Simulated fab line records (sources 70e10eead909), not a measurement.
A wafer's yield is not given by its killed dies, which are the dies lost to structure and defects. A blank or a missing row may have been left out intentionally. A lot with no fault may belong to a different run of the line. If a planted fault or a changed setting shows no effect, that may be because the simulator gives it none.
Which tool did it? -- flow nand_harc -- 12 lots, 36 wafers sampled, at 8 steps of a route of 1159

== WHAT THE GAUGES SHOWED, per wafer ==
NHARC_P_ZERO_WELL_CD_MEAS_24: target cd 720 nm. Usual: cd_nm 720.2 nm, standard deviation 1.4.
lot,measured,on,cd_nm (nm),flag
L687,day 1 14:20,cd_sem-02,720.0 720.5 720.6,
L689,day 2 02:27,cd_sem-01,720.3 720.0 717.9,
L690,day 2 08:35,cd_sem-03,720.7 720.3 718.1,
L694,day 3 08:37,cd_sem-01,720.5 718.8 719.2,
L695,day 3 14:38,cd_sem-02,721.1 721.2 719.4,
L696,day 3 20:29,cd_sem-02,723.1 723.5 721.4,
L700,day 4 21:03,cd_sem-01,721.8 720.9 719.0,
L701,day 5 02:59,cd_sem-01,721.5 720.5 720.8,
L705,day 6 02:35,cd_sem-02,717.3 718.1 719.3,
L706,day 6 08:22,cd_sem-02,716.7 717.8 718.3,
L708,day 6 20:35,cd_sem-03,721.1 720.7 718.9,
L710,day 7 08:27,cd_sem-02,722.3 721.7 721.6,

NHARC_P_STI_INSPECT_25. Usual: raw_defect_count 224, standard deviation 76.
lot,measured,on,raw_defect_count,flag
L687,day 3 14:46,defect_inspect-02,291 493 398,
L689,day 4 06:06,defect_inspect-01,233 248 285,
L690,day 4 06:06,defect_inspect-02,274 238 233,
L694,day 5 12:56,defect_inspect-02,176 112 155,
L695,day 5 22:55,defect_inspect-01,275 395 186,
L696,day 5 22:55,defect_inspect-02,592 667 656,OFF
L700,day 7 02:20,defect_inspect-01,666 606 595,OFF
L701,day 7 08:51,defect_inspect-02,586 553 566,OFF
L705,day 8 07:07,defect_inspect-01,162 303 209,
L706,day 8 07:07,defect_inspect-02,227 139 134,
L708,day 8 19:11,defect_inspect-01,175 243 154,
L710,day 9 10:28,defect_inspect-02,330 160 204,

NHARC_P_GATE_INSPECT_28. Usual: raw_defect_count 6.0, standard deviation 2.6.
lot,measured,on,raw_defect_count,flag
L687,day 4 13:37,defect_inspect-01,3 7 3,
L689,day 5 04:42,defect_inspect-02,2 5 6,
L690,day 5 04:33,defect_inspect-01,9 9 8,
L694,day 6 14:48,defect_inspect-01,8 2 3,
L695,day 6 20:48,defect_inspect-01,8 13 14,
L696,day 6 20:57,defect_inspect-01,396 370 411,OFF
L700,day 8 00:44,defect_inspect-02,400 399 415,OFF
L701,day 8 10:31,defect_inspect-02,403 437 382,OFF
L705,day 9 07:23,defect_inspect-02,3 10 5,
L706,day 9 07:21,defect_inspect-02,2 3 5,
L708,day 9 17:26,defect_inspect-02,6 8 9,
L710,day 10 10:13,defect_inspect-01,6 8 5,

NHARC_P_GATE_INSPECT_68. Usual: raw_defect_count 211, standard deviation 73.
lot,measured,on,raw_defect_count,flag
L687,day 5 09:31,defect_inspect-02,221 483 389,
L689,day 5 23:32,defect_inspect-02,219 222 247,
L690,day 5 23:07,defect_inspect-01,244 190 190,
L694,day 7 09:38,defect_inspect-01,145 125 165,
L695,day 7 15:47,defect_inspect-02,250 413 164,
L696,day 7 18:23,defect_inspect-01,573 559 627,OFF
L700,day 8 19:22,defect_inspect-02,622 554 583,OFF
L701,day 9 05:50,defect_inspect-01,602 565 546,OFF
L705,day 10 02:20,defect_inspect-02,177 326 233,
L706,day 10 01:53,defect_inspect-02,217 163 172,
L708,day 10 12:11,defect_inspect-01,159 218 108,
L710,day 11 04:47,defect_inspect-02,335 160 189,

NHARC_END_SORT_01. Usual: killed_at_array 29, standard deviation 11; killed_at_other 0.6, standard deviation 0.89; killed_at_periphery 3.8, standard deviation 2.8; killed_dies 33, standard deviation 12; killed_open 3.5, standard deviation 1.9; killed_short 1.9, standard deviation 1.3.
lot,measured,on,killed_at_array,killed_at_other,killed_at_periphery,killed_dies,killed_open,killed_short,flag
L694,day 21 10:04,prober-01,24 36 29,0 0 0,5 6 10,29 42 39,2 5 5,3 1 1,
L696,day 21 09:07,prober-02,28 23 31,0 0 0,39 85 74,67 108 105,4 7 3,4 1 1,OFF
L700,day 22 10:07,prober-01,37 46 33,1 1 2,74 81 74,112 128 109,5 3 3,2 2 2,OFF
L701,day 23 04:53,prober-01,27 25 30,0 0 0,85 83 44,112 108 74,3 0 1,3 0 3,OFF
L706,day 23 19:11,prober-01,43 43 47,1 0 2,6 2 3,50 45 52,6 3 4,1 3 1,
L708,day 24 11:36,prober-01,51 48 42,0 0 0,0 6 3,51 54 45,4 3 4,0 1 1,

== TOOL THAT RAN EACH LOT (tool first, then ch and the chambers of the sampled wafers, then the start) ==
lot,NHARC_P_STI_STRIP_24,NHARC_P_GATE_DEP_103,NHARC_P_GATE_DESCUM_31
L687,"wet_bench-04 ch 0,2,6, day 3 09:07","pecvd-03 ch 1,2, day 4 12:56","rie_diel-02 ch 0,1,3, day 4 13:41"
L689,"wet_bench-04 ch 3,5,7, day 3 22:01","pecvd-03 ch 0,1, day 5 03:53","rie_diel-12 ch 2,3, day 5 04:46"
L690,"wet_bench-07 ch 5,6,7, day 3 22:06","pecvd-01 ch 0,1,2, day 5 03:52","rie_diel-02 ch 0,1,3, day 5 04:37"
L694,"wet_bench-04 ch 3,4,5, day 5 03:47","pecvd-03 ch 0,1,2, day 6 14:00","rie_diel-04 ch 0,1,3, day 6 15:06"
L695,"wet_bench-04 ch 0,5,7, day 5 09:36","pecvd-03 ch 0,1, day 6 19:59","rie_diel-12 ch 1,2,3, day 6 20:52"
L696,"wet_bench-04 ch 3,4,5, day 5 15:50","pecvd-01 ch 0,2, day 6 19:59","rie_diel-04 ch 1,2,3, day 6 21:02"
L700,"wet_bench-04 ch 0,2,4, day 6 17:16","pecvd-03 ch 1,2, day 7 23:56","rie_diel-04 ch 0,1,2, day 8 00:48"
L701,"wet_bench-04 ch 2,3,7, day 6 22:59","pecvd-03 ch 1,2, day 8 09:52","rie_diel-04 ch 0,1,3, day 8 10:36"
L705,"wet_bench-05 ch 0,6,7, day 7 23:02","pecvd-02 ch 0,2, day 9 06:44","rie_diel-04 ch 0,1,2, day 9 07:28"
L706,"wet_bench-07 ch 1,5,6, day 7 23:01","pecvd-03 ch 0,1, day 9 06:40","rie_diel-12 ch 0,2, day 9 07:25"
L708,"wet_bench-05 ch 0,1,2, day 8 11:05","pecvd-03 ch 0,2, day 9 16:40","rie_diel-04 ch 1,2, day 9 17:43"
L710,"wet_bench-05 ch 3,4,5, day 9 00:47","pecvd-01 ch 0,1, day 10 09:32","rie_diel-12 ch 1,2,3, day 10 10:16"
- NHARC_P_STI_STRIP_24: strips Si3N4 in H3PO4.
- NHARC_P_GATE_DEP_103: deposits SiON, target thk 30 nm.
- NHARC_P_GATE_DESCUM_31: chemistry O2, time 3 s.

== WHAT THE TOOLS THEMSELVES READ (means of the sampled wafers that have a number; where no wafer has one, the mark that the record gives instead) ==
NHARC_P_GATE_DEP_103. Usual: heater_power_w 753 W, standard deviation 94.
lot,tool,heater_power_w (W),flag
L687,pecvd-03,818,
L689,pecvd-03,649,
L690,pecvd-01,716,
L694,pecvd-03,754,
L695,pecvd-03,743,
L696,pecvd-01,774,
L700,pecvd-03,808,
L701,pecvd-03,787,
L705,pecvd-02,903,
L706,pecvd-03,688,
L708,pecvd-03,757,
L710,pecvd-01,765,

NHARC_P_GATE_DESCUM_31. Usual: drypump_motor_current_A 5.59 A, standard deviation 0.29; oes_product_au 1.001 a.u., standard deviation 0.0077; rf_vpp_V 57.8 V, standard deviation 0.85; showerhead_plenum_p_Torr 1.93 Torr, standard deviation 0.077; throttle_valve_pct 11.311 %, standard deviation 0.0087.
lot,tool,drypump_motor_current_A (A),oes_product_au (a.u.),rf_vpp_V (V),showerhead_plenum_p_Torr (Torr),throttle_valve_pct (%),flag
L687,rie_diel-02,5.47,0.992,58.1,1.96,11.318,
L689,rie_diel-12,5.74,1.005,57.6,1.86,11.320,
L690,rie_diel-02,5.48,0.998,58.5,1.96,11.311,
L694,rie_diel-04,5.54,1.003,57.0,1.98,11.310,
L695,rie_diel-12,5.70,1.001,58.5,1.87,11.307,
L696,rie_diel-04,5.46,1.006,58.0,2.00,11.319,
L700,rie_diel-04,5.35,0.992,58.5,1.96,11.312,
L701,rie_diel-04,5.55,1.000,57.6,1.98,11.308,
L705,rie_diel-04,5.33,1.011,57.6,1.96,11.306,
L706,rie_diel-12,5.63,0.999,57.4,1.96,11.313,
L708,rie_diel-04,5.39,1.008,58.2,2.02,11.303,
L710,rie_diel-12,5.70,0.999,57.6,1.87,11.313,

== THE ANSWER, worked out from the rows above alone ==
Rule: a lot counts as off when the mean over its wafers that have a number is more than 3 standard deviations away from the usual mean. A lot without any number at a reading at which 4 lots or more have one is off too. All remaining lots with rows at the step are treated as sound. First the gauges in route order, then the tools' own readings, where a lot's mean is used as printed above. At the first step where some lot is off, the reading lying furthest off is the one used; lots without a number count as furthest.
Off at NHARC_P_STI_INSPECT_25 (raw_defect_count): L696, L700, L701.
A tool fits if, at a process step before that reading, it ran every lot that is off, and no sound lot after the first of them. The gauges at NHARC_P_STI_INSPECT_25 aren't tried: what is off there is off at NHARC_END_SORT_01 too, on other tools, and a gauge's error can't cause that. One fits: wet_bench-04 at NHARC_P_STI_STRIP_24. A fault onset in the window from L695 (day 5 09:36, its last sound lot) to L696 (day 5 15:50, its first lot off) fits.

== WHAT WAS PUT IN BY THE SIMULATOR ==
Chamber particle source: wet_bench-04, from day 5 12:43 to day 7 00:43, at NHARC_P_STI_STRIP_24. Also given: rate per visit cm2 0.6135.
Shown lots that were struck: L696, L700, L701. Same finding as the rule above.
